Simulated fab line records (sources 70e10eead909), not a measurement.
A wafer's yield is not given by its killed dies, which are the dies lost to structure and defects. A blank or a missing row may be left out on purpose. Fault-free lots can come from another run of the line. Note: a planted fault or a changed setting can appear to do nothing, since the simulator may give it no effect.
Matching of chambers :: flow nand_harc :: 4 sister chambers for NHARC_THIN_TSV_CMP_01 on cmp-03
The step polishes. 14 wafers are shown with their chamber, then 7 later ones without.

WAFERS, EACH WITH ITS CHAMBER
wafer: L215.2
chamber: 2
motor_current_A (A): 10.6
retaining_ring_pressure_frac: 1.000

wafer: L215.3
chamber: 0
motor_current_A (A): 10.8
retaining_ring_pressure_frac: 0.993

wafer: L215.4
chamber: 3
motor_current_A (A): 11.5
retaining_ring_pressure_frac: 1.002

wafer: L219.1
chamber: 3
motor_current_A (A): 12.0
retaining_ring_pressure_frac: 0.996

wafer: L219.3
chamber: 0
motor_current_A (A): 10.8
retaining_ring_pressure_frac: 1.009

wafer: L219.6
chamber: 2
motor_current_A (A): 11.2
retaining_ring_pressure_frac: 0.997

wafer: L223.2
chamber: 3
motor_current_A (A): 11.7
retaining_ring_pressure_frac: 1.001

wafer: L223.3
chamber: 2
motor_current_A (A): 10.9
retaining_ring_pressure_frac: 0.998

wafer: L223.5
chamber: 1
motor_current_A (A): 13.6
retaining_ring_pressure_frac: 1.010

wafer: L225.1
chamber: 3
motor_current_A (A): 11.8
retaining_ring_pressure_frac: 1.012

wafer: L225.3
chamber: 0
motor_current_A (A): 11.4
retaining_ring_pressure_frac: 1.007

wafer: L225.6
chamber: 3
motor_current_A (A): 11.6
retaining_ring_pressure_frac: 1.008

wafer: L227.1
chamber: 2
motor_current_A (A): 11.5
retaining_ring_pressure_frac: 1.005

wafer: L227.3
chamber: 1
motor_current_A (A): 13.3
retaining_ring_pressure_frac: 1.002

SIGNATURES (means of the wafers above)
reading: motor_current_A
chamber 0: 11.000
chamber 1: 13.450
chamber 2: 11.050
chamber 3: 11.720
scatter within a chamber: 0.297

reading: retaining_ring_pressure_frac
chamber 0: 1.00300
chamber 1: 1.00600
chamber 2: 1.00000
chamber 3: 1.00380
scatter within a chamber: 0.00615
Rule: a wafer lies at a distance from a chamber equal to the root of the sum of squares, over the readings, of (its reading less the chamber's mean, divided by the reading's scatter). If the next closest chamber is less than 2 further off than the closest, the wafer can't be placed; otherwise it belongs to the closest. The scatter: the root of (the sum of the squares of (reading less its chamber's mean) over the shown wafers, divided by (wafers less chambers)).

WAFERS MISSING THEIR CHAMBER
wafer: L227.6
motor_current_A (A): 11.7
retaining_ring_pressure_frac: 0.991

wafer: L230.1
motor_current_A (A): 11.2
retaining_ring_pressure_frac: 0.999

wafer: L230.2
motor_current_A (A): 11.7
retaining_ring_pressure_frac: 1.003

wafer: L230.4
motor_current_A (A): 11.8
retaining_ring_pressure_frac: 1.006

wafer: L233.2
motor_current_A (A): 12.4
retaining_ring_pressure_frac: 1.002

wafer: L233.4
motor_current_A (A): 11.7
retaining_ring_pressure_frac: 0.992

wafer: L233.5
motor_current_A (A): 10.5
retaining_ring_pressure_frac: 1.007

CHAMBER TAKEN BY EACH
wafer: L227.6
from the rows above: can't be placed: 3 or 2 or 0
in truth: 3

wafer: L230.1
from the rows above: can't be placed: 2 or 0 or 3
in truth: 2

wafer: L230.2
from the rows above: 3
in truth: 3

wafer: L230.4
from the rows above: 3
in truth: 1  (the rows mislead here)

wafer: L233.2
from the rows above: can't be placed: 3 or 1
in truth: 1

wafer: L233.4
from the rows above: can't be placed: 3 or 2 or 0
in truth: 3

wafer: L233.5
from the rows above: can't be placed: 0 or 2
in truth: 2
Placed correctly: 1 of 7. Can't be placed from these rows: 5 (the true chamber is among the candidates in 5). 1 placed wrongly.
